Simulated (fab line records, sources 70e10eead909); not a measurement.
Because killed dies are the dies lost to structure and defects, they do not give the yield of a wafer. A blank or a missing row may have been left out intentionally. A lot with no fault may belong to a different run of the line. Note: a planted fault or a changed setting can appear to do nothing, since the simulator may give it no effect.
Chamber matching || flow nand-harc || rie-diel-11 running NHARC_P_STI_ETCH_42: 4 sister chambers
The step etches the open film in N2/H2, target depth 80 nm, overetch 24 nm, time 61 s. 14 wafers are shown with their chamber, then 7 later ones without.

WAFERS PAIRED WITH THEIR CHAMBERS
{"wafer": "L711.2", "chamber": 2, "drypump-motor-current-A (A)": 5.6, "rf-vpp-V (V)": 431.4, "oes-product-au (a.u.)": 0.993}
{"wafer": "L711.5", "chamber": 3, "drypump-motor-current-A (A)": 5.9, "rf-vpp-V (V)": 434.0, "oes-product-au (a.u.)": 0.997}
{"wafer": "L711.6", "chamber": 2, "drypump-motor-current-A (A)": 5.6, "rf-vpp-V (V)": 432.1, "oes-product-au (a.u.)": 1.002}
{"wafer": "L710.2", "chamber": 0, "drypump-motor-current-A (A)": 5.8, "rf-vpp-V (V)": 427.5, "oes-product-au (a.u.)": 1.007}
{"wafer": "L710.3", "chamber": 2, "drypump-motor-current-A (A)": 5.6, "rf-vpp-V (V)": 431.5, "oes-product-au (a.u.)": 0.991}
{"wafer": "L710.4", "chamber": 3, "drypump-motor-current-A (A)": 6.0, "rf-vpp-V (V)": 433.8, "oes-product-au (a.u.)": 1.000}
{"wafer": "L713.2", "chamber": 2, "drypump-motor-current-A (A)": 5.6, "rf-vpp-V (V)": 430.5, "oes-product-au (a.u.)": 1.008}
{"wafer": "L713.4", "chamber": 1, "drypump-motor-current-A (A)": 5.5, "rf-vpp-V (V)": 431.7, "oes-product-au (a.u.)": 1.011}
{"wafer": "L713.6", "chamber": 0, "drypump-motor-current-A (A)": 5.8, "rf-vpp-V (V)": 427.4, "oes-product-au (a.u.)": 1.012}
{"wafer": "L714.2", "chamber": 2, "drypump-motor-current-A (A)": 5.6, "rf-vpp-V (V)": 432.2, "oes-product-au (a.u.)": 0.990}
{"wafer": "L714.3", "chamber": 0, "drypump-motor-current-A (A)": 5.8, "rf-vpp-V (V)": 425.7, "oes-product-au (a.u.)": 1.004}
{"wafer": "L714.4", "chamber": 3, "drypump-motor-current-A (A)": 6.0, "rf-vpp-V (V)": 433.0, "oes-product-au (a.u.)": 0.997}
{"wafer": "L730.1", "chamber": 3, "drypump-motor-current-A (A)": 6.0, "rf-vpp-V (V)": 432.7, "oes-product-au (a.u.)": 0.998}
{"wafer": "L730.2", "chamber": 0, "drypump-motor-current-A (A)": 5.8, "rf-vpp-V (V)": 425.6, "oes-product-au (a.u.)": 1.007}

SIGNATURES (averages over the wafers above)
{"reading": "drypump-motor-current-A", "chamber 0": 5.800, "chamber 1": 5.500, "chamber 2": 5.600, "chamber 3": 5.975, "scatter within a chamber": 0.0274}
{"reading": "rf-vpp-V", "chamber 0": 426.550, "chamber 1": 431.700, "chamber 2": 431.540, "chamber 3": 433.375, "scatter within a chamber": 0.792}
{"reading": "oes-product-au", "chamber 0": 1.00750, "chamber 1": 1.01100, "chamber 2": 0.99680, "chamber 3": 0.99800, "scatter within a chamber": 0.00535}
Rule: distance of a wafer from a chamber = root of the sum over the readings of ((wafer's reading minus chamber's mean) / reading's scatter) squared. If the next closest chamber is less than 2 further off than the closest, the wafer can't be placed; otherwise it belongs to the closest. The scatter: the root of (the sum of the squares of (reading less its chamber's mean) over the shown wafers, divided by (wafers less chambers)).

WAFERS WHOSE CHAMBER IS MISSING
{"wafer": "L730.3", "drypump-motor-current-A (A)": 5.6, "rf-vpp-V (V)": 430.7, "oes-product-au (a.u.)": 1.005}
{"wafer": "L731.2", "drypump-motor-current-A (A)": 5.6, "rf-vpp-V (V)": 432.1, "oes-product-au (a.u.)": 0.994}
{"wafer": "L731.3", "drypump-motor-current-A (A)": 5.8, "rf-vpp-V (V)": 426.6, "oes-product-au (a.u.)": 0.995}
{"wafer": "L731.6", "drypump-motor-current-A (A)": 5.5, "rf-vpp-V (V)": 430.0, "oes-product-au (a.u.)": 0.997}
{"wafer": "L733.2", "drypump-motor-current-A (A)": 5.6, "rf-vpp-V (V)": 430.6, "oes-product-au (a.u.)": 0.995}
{"wafer": "L733.3", "drypump-motor-current-A (A)": 5.8, "rf-vpp-V (V)": 426.5, "oes-product-au (a.u.)": 1.004}
{"wafer": "L733.6", "drypump-motor-current-A (A)": 5.6, "rf-vpp-V (V)": 431.2, "oes-product-au (a.u.)": 0.999}

WHICH CHAMBER EACH WENT THROUGH
{"wafer": "L730.3", "from the rows above": 2, "in truth": 2}
{"wafer": "L731.2", "from the rows above": 2, "in truth": 2}
{"wafer": "L731.3", "from the rows above": 0, "in truth": 0}
{"wafer": "L731.6", "from the rows above": "can't be placed: 1 or 2", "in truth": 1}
{"wafer": "L733.2", "from the rows above": 2, "in truth": 2}
{"wafer": "L733.3", "from the rows above": 0, "in truth": 0}
{"wafer": "L733.6", "from the rows above": 2, "in truth": 2}
Placed correctly: 6 of 7. These rows do not allow placing 1 (true chamber among the candidates in 1). Wrongly placed: 0.
